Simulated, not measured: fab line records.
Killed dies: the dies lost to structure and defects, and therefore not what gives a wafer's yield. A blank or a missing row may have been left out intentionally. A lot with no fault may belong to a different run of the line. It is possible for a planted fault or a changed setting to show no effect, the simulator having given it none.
Chamber matching :: flow nand_harc :: NHARC_A_CHANNEL_FILL_D2_CMP_10 on cmp-02: 4 sister chambers
The step polishes, target thk 150 nm. 4 wafers are shown with their chamber, then 8 later ones without.

== EACH WAFER AND ITS CHAMBER ==
wafer: L089.2
chamber: 0
motor_current_A (A): 11.8

wafer: L089.4
chamber: 2
motor_current_A (A): 13.5

wafer: L089.5
chamber: 3
motor_current_A (A): 11.0

wafer: L092.2
chamber: 1
motor_current_A (A): 12.6

== WAFERS MISSING THEIR CHAMBER ==
wafer: L092.4
motor_current_A (A): 11.5

wafer: L092.6
motor_current_A (A): 12.1

wafer: L095.2
motor_current_A (A): 13.0

wafer: L095.4
motor_current_A (A): 11.0

wafer: L095.6
motor_current_A (A): 12.5

wafer: L096.1
motor_current_A (A): 12.1

wafer: L096.2
motor_current_A (A): 13.6

wafer: L096.3
motor_current_A (A): 11.4

== CHAMBER TAKEN BY EACH ==
wafer: L092.4
from the rows above: can't be placed: 0 or 3
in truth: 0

wafer: L092.6
from the rows above: can't be placed: 0 or 1
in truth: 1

wafer: L095.2
from the rows above: can't be placed: 1 or 2
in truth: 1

wafer: L095.4
from the rows above: 3
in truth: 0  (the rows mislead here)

wafer: L095.6
from the rows above: 1
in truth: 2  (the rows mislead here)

wafer: L096.1
from the rows above: can't be placed: 0 or 1
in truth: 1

wafer: L096.2
from the rows above: 2
in truth: 2

wafer: L096.3
from the rows above: can't be placed: 0 or 3
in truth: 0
1 of 8 placed correctly. Can't be placed from these rows: 5 (the true chamber is among the candidates in 5). Placed wrongly: 2.
How it was worked out, from the rows above alone: a wafer's distance from a chamber is the root of the sum, over the readings, of the square of ((its reading less the chamber's mean) divided by the reading's scatter). The wafer belongs to the nearest chamber; if the next one is less than 2 further off, it can't be placed. A chamber's mean is the mean of its shown wafers. The scatter (one wafer shown for each chamber): square how far every hidden wafer sits from the nearest shown wafer, average those squares and take the square root.
